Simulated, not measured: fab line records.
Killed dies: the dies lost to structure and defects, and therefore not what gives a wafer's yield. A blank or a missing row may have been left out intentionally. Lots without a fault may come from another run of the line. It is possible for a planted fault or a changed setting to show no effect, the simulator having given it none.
Split-lot study | flow n5-finfet | 21 wafers read across 7 lots, on a route 1938 steps long

THE SPLIT
At N5_BEOL_M0_SAQP_PECVD_97 (deposits SiNx from SiH4/NH3/N2, target thk 23 nm, time 19.9 s), the setting time-s was moved away from the recipe's 19.9 s on 5 of the 21 wafers read, by -12.4% to +10.2%. This setting was run at the recipe's value on the other wafers.

FROM THE SPLIT TO THE READING: what the file shows between them, 10 steps
- N5_BEOL_M0_SAQP_COAT_82: time 60 s, resist thk 30 nm (also split here: time-s)
- N5_BEOL_M0_SAQP_COAT_08: resist thk 90 nm
- N5_BEOL_M0_SAQP_EBR_10
- N5_BEOL_M0_SAQP_HM_OPEN_112: chemistry CHF3/O2, target SiO2, stops on a-Si, target depth 12 nm, time 13.5 s
- N5_BEOL_M0_SAQP_STRIP_113: strips in CHF3/O2
- N5_BEOL_M0_SAQP_MANDREL_ETCH_20: etches a-Si in HBr/Cl2, stops on SiNx, target depth 60 nm, bt time 10 s, time 30 s
- N5_BEOL_M0_SAQP_STRIP_86: strips in N2/H2
- N5_BEOL_M0_SAQP_STRIP_115: strips in post etch residue remover, time 60 s
- N5_BEOL_M0_SAQP_RECESS_104: chemistry HF/NH3, target SiO2, target depth 18 nm, afs cycles 3, sublimation time 60 s
- N5_BEOL_M0_SAQP_COAT_105: time 60 s, resist thk 100 nm

THE READING
SiNx_of_BEOL_M0_SAQP_PECVD_97.thk-nm (the simulator's own value, which no gauge read), in nm, at N5_BEOL_M0_SAQP_ETCH_106 (etches SOC in N2/H2, stops on SiNx, target depth 150 nm). The file does not state a usual value for it. Across the 16 wafers here that went through the recipe, the average is 15.4 nm and the standard deviation 0.36 nm.

wafer  | tool, chamber at the split | time-s as run, s | against the recipe | SiNx_of_BEOL_M0_SAQP_PECVD_97.thk-nm, nm | against lot-mates on the recipe
L079.2 | pecvd-04, 1                | 19.9             | recipe             | 14.8                                     | -
L079.4 | pecvd-04, 1                | 19.9             | recipe             | 16                                       | -
L079.5 | pecvd-04, 0                | 19.9             | recipe             | 15.4                                     | -
L083.1 | pecvd-02, 2                | 19.9             | recipe             | 16                                       | -
L083.3 | pecvd-02, 0                | 19.9             | recipe             | 15.4                                     | -
L083.5 | pecvd-02, 2                | 21.92            | +10.2%             | 18.4                                     | +2.7
L084.4 | pecvd-04, 2                | 19.9             | recipe             | 15.4                                     | -
L084.5 | pecvd-04, 1                | 19.9             | recipe             | 15.6                                     | -
L084.6 | pecvd-04, 0                | 19.9             | recipe             | 15.6                                     | -
L088.4 | pecvd-02, 0                | 18.18            | -8.6%              | 13.8                                     | no lot-mate on the recipe
L088.6 | pecvd-02, 2                | 18.18            | -8.6%              | 13.8                                     | no lot-mate on the recipe
L088.5 | pecvd-02, 1                | 18.18            | -8.6%              | 13.2                                     | no lot-mate on the recipe
L093.2 | pecvd-02, 2                | 19.9             | recipe             | 15.2                                     | -
L093.5 | pecvd-02, 2                | 19.9             | recipe             | 15.2                                     | -
L093.6 | pecvd-02, 0                | 19.9             | recipe             | 15.2                                     | -
L095.2 | pecvd-04, 2                | 19.9             | recipe             | 15.4                                     | -
L095.4 | pecvd-04, 0                | 17.43            | -12.4%             | 12.6                                     | -2.9
L095.6 | pecvd-04, 2                | 19.9             | recipe             | 15.6                                     | -
L097.1 | pecvd-02, 1                | 19.9             | recipe             | 14.8                                     | -
L097.4 | pecvd-02, 0                | 19.9             | recipe             | 16                                       | -
L097.6 | pecvd-02, 2                | 19.9             | recipe             | 15.6                                     | -

THE FIT
A straight line over all 21 wafers: SiNx_of_BEOL_M0_SAQP_PECVD_97.thk-nm changes by +0.239 nm for each +1% of time-s; r = +0.95; the points scatter about the line by 0.37 nm.
The same after taking each lot's own level away (the mean of its wafers on the recipe; 18 wafers): +0.247 nm for each +1%; r = +0.95; scatter 0.33 nm.
Per that fit: largest time-s move, reading shift of 3.1 nm.
From 15.20 to 15.70 nm: that is the span of the lots' own levels, equal to 1.4 times the standard deviation above.
Consequently the slope shifts little with the lot-to-lot level, the two slopes agreeing.
Check: for one of the wafers moved furthest among these (-12.4%), held out of the fit, the line's prediction against its lot-mates is -3.3 nm. Against them it came out at -2.9 nm.

THESE WAFERS: OTHER SPLITS
Before the reading, these wafers also passed through other splits. Each is held against what the fit with the lots' levels taken away leaves over:
other split on the same wafers        | wafers away from the commonest value | r with SiNx_of_BEOL_M0_SAQP_PECVD_97.thk-nm (lot level and that fit taken away)
N5_SDB_ALD_29 ald-cycles              | 5                                    | -0.22
N5_HKMG_FIN_COAT_06 spin-rpm          | 9                                    | -0.49
N5_HKMG_FIN_DEVELOP_11 develop-time-s | 6                                    | +0.14
N5_MOL_CONTACT_COAG_COAT_58 spin-rpm  | 3                                    | +0.14
N5_MOL_CONTACT_COAG_PECVD_31 temp-c   | 4                                    | -0.49
N5_BEOL_M0_SAQP_COAT_82 time-s        | 3                                    | +0.41

THE WHOLE CHAIN: every reading that the file lists as answering this split, in the file's order
step                            | what it does                                                                       | reading                                                                               | change (the file's fit)               | r (the file's)
N5_BEOL_M0_SAQP_PECVD_97        | deposits SiNx from SiH4/NH3/N2, target thk 23 nm, time 19.9 s                      | SiNx_of_BEOL_M0_SAQP_PECVD_97.thk-nm (the simulator's own value, which no gauge read) | +0.232 nm for each +1% of the setting | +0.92
N5_BEOL_M0_SAQP_MANDREL_ETCH_20 | etches a-Si in HBr/Cl2, stops on SiNx, target depth 60 nm, bt time 10 s, time 30 s | SiNx_of_BEOL_M0_SAQP_PECVD_97.thk-nm (the simulator's own value, which no gauge read) | +0.237 nm for each +1% of the setting | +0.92
N5_BEOL_M0_SAQP_ETCH_106        | etches SOC in N2/H2, stops on SiNx, target depth 150 nm                            | SiNx_of_BEOL_M0_SAQP_PECVD_97.thk-nm (the simulator's own value, which no gauge read) | +0.247 nm for each +1% of the setting | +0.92

THE FILE'S OWN FIT
SiNx_of_BEOL_M0_SAQP_PECVD_97.thk-nm changes by +0.247 nm for each +1% of time-s, r = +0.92.
